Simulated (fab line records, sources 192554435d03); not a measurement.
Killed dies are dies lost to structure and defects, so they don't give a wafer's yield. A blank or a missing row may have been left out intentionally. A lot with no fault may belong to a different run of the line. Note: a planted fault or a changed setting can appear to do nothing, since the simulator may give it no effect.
Lot-split experiment -- flow n5Finfet -- route with 1938 steps; 7 lots, 39 wafers read

## THE SPLIT ITSELF
At N5_STI_FIN_REVEAL_ETCHBACK_08 (etches SiO2 in C4F6/O2, target depth 30.5 nm, time 10.167 s), the setting targetDepthA was moved away from the recipe's 305 angstrom on 9 of the 39 wafers read, by -13.4% to -7.2%. For the rest of the wafers, this setting stayed at what the recipe calls for.

## FROM THE SPLIT TO THE READING: what the file shows between them, 3 steps
- N5_STI_FIN_REVEAL_STRIP_24: strips in N2/H2, time 90 s
- N5_STI_FIN_REVEAL_PRECLEAN_25: cleans in SPM, time 90 s
- N5_STI_FIN_REVEAL_SRD_23: time 30 s

## THE READING
trenchDepthNm, in nm, at N5_STI_FIN_REVEAL_FIN_H_MEAS_10. Typical for fault-free wafers on this fab line: 51.8 nm, with standard deviation 0.53 nm.

wafer,"tool, chamber at the split","targetDepthA as run, angstrom",against the recipe,"trenchDepthNm, nm",against lot-mates on the recipe
L075.1,"rieDiel-04, 2,1,3,3,2,1",305,recipe,51.6,-
L075.2,"rieDiel-04, 2,1,3,3,2,1",305,recipe,52.2,-
L075.3,"rieDiel-04, 2,1,3,3,2,1",305,recipe,51.4,-
L075.4,"rieDiel-04, 2,1,3,3,2,1",305,recipe,51.2,-
L075.5,"rieDiel-04, 2,1,3,3,2,1",305,recipe,51.5,-
L075.6,"rieDiel-04, 2,1,3,3,2,1",305,recipe,51.9,-
L082.1,"rieDiel-05, 2,3,0",305,recipe,51.7,-
L082.2,"rieDiel-05, 1,0,3",264.1,-13.4%,47.9,-3.9
L082.3,"rieDiel-05, 1,0,3",264.1,-13.4%,47.6,-4.2
L082.4,"rieDiel-05, 2,3,0",305,recipe,51.9,-
L082.5,"rieDiel-05, 1,0,3",264.1,-13.4%,48.0,-3.8
L082.6,"rieDiel-05, 2,3,0",305,recipe,51.8,-
L085.1,"rieDiel-04, 2,1,3",282.9,-7.2%,50.1,-2.1
L085.2,"rieDiel-04, 0,2,1",305,recipe,52.0,-
L085.3,"rieDiel-04, 2,1,3",282.9,-7.2%,50.4,-1.8
L085.4,"rieDiel-04, 2,1,3",282.9,-7.2%,49.7,-2.5
L085.5,"rieDiel-04, 0,2,1",305,recipe,52.1,-
L085.6,"rieDiel-04, 0,2,1",305,recipe,52.4,-
L089.1,"rieDiel-04, 1,2,1",305,recipe,52.9,-
L089.2,"rieDiel-04, 1,2,1",305,recipe,52.7,-
L089.3,"rieDiel-04, 3,0,2",279.6,-8.3%,50.0,-2.9
L089.4,"rieDiel-04, 3,0,2",279.6,-8.3%,49.5,-3.4
L089.5,"rieDiel-04, 1,2,1",305,recipe,53.0,-
L089.6,"rieDiel-04, 3,0,2",279.6,-8.3%,50.0,-2.9
L091.2,"rieDiel-04, 3,0,2",305,recipe,52.3,-
L091.3,"rieDiel-04, 3,0,2",305,recipe,51.9,-
L091.4,"rieDiel-04, 3,0,2",305,recipe,52.1,-
L093.1,"rieDiel-04, 1,3,0,2,2,1",305,recipe,51.6,-
L093.2,"rieDiel-04, 1,3,0,2,2,1",305,recipe,50.8,-
L093.3,"rieDiel-04, 1,3,0,2,2,1",305,recipe,50.7,-
L093.4,"rieDiel-04, 1,3,0,2,2,1",305,recipe,51.5,-
L093.5,"rieDiel-04, 1,3,0,2,2,1",305,recipe,51.3,-
L093.6,"rieDiel-04, 1,3,0,2,2,1",305,recipe,51.4,-
L097.1,"rieDiel-01, 1,3,0,2,2,3",305,recipe,53.3,-
L097.2,"rieDiel-01, 1,3,0,2,2,3",305,recipe,52.7,-
L097.3,"rieDiel-01, 1,3,0,2,2,3",305,recipe,52.5,-
L097.4,"rieDiel-01, 1,3,0,2,2,3",305,recipe,52.1,-
L097.5,"rieDiel-01, 1,3,0,2,2,3",305,recipe,52.0,-
L097.6,"rieDiel-01, 1,3,0,2,2,3",305,recipe,52.6,-
If several chambers appear in one row, that row covers several wafers at once and the file leaves open which wafer was in which chamber.

FIT RESULTS
A straight line over all 39 wafers: trenchDepthNm changes by +0.29 nm for each +1% of targetDepthA; r = +0.91; the points scatter about the line by 0.58 nm.
The same after taking each lot's own level away (the mean of its wafers on the recipe; 39 wafers): +0.31 nm for each +1%; r = +0.97; scatter 0.33 nm.
On that fit, the largest move of targetDepthA shifts the reading by 4.2 nm.
From 51.22 to 52.87 nm: that is the span of the lots' own levels, equal to 3.1 times the standard deviation above.
So the lot-to-lot level changes the slope little: the two slopes agree.
Check: -4.23 nm against its lot-mates is what the line predicts for one of the wafers moved furthest among these (-13.4%) when that wafer is left out of the fit. Against them it came out at -3.9 nm.

## ADDITIONAL SPLITS CARRIED BY THESE WAFERS
Other splits were also applied to these wafers ahead of the reading. Each is held against what the fit with the lots' levels taken away leaves over:
other split on the same wafers,wafers away from the commonest value,r with trenchDepthNm (lot level and that fit taken away)
N5_WELL_APT_IMPLANT_15 energyKev,12,-0.02
N5_WELL_APT_IMPLANT_32 energyKev,12,+0.05

## THE FILE'S OWN FIT
trenchDepthNm changes by +0.31 nm for each +1% of targetDepthA, r = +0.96.
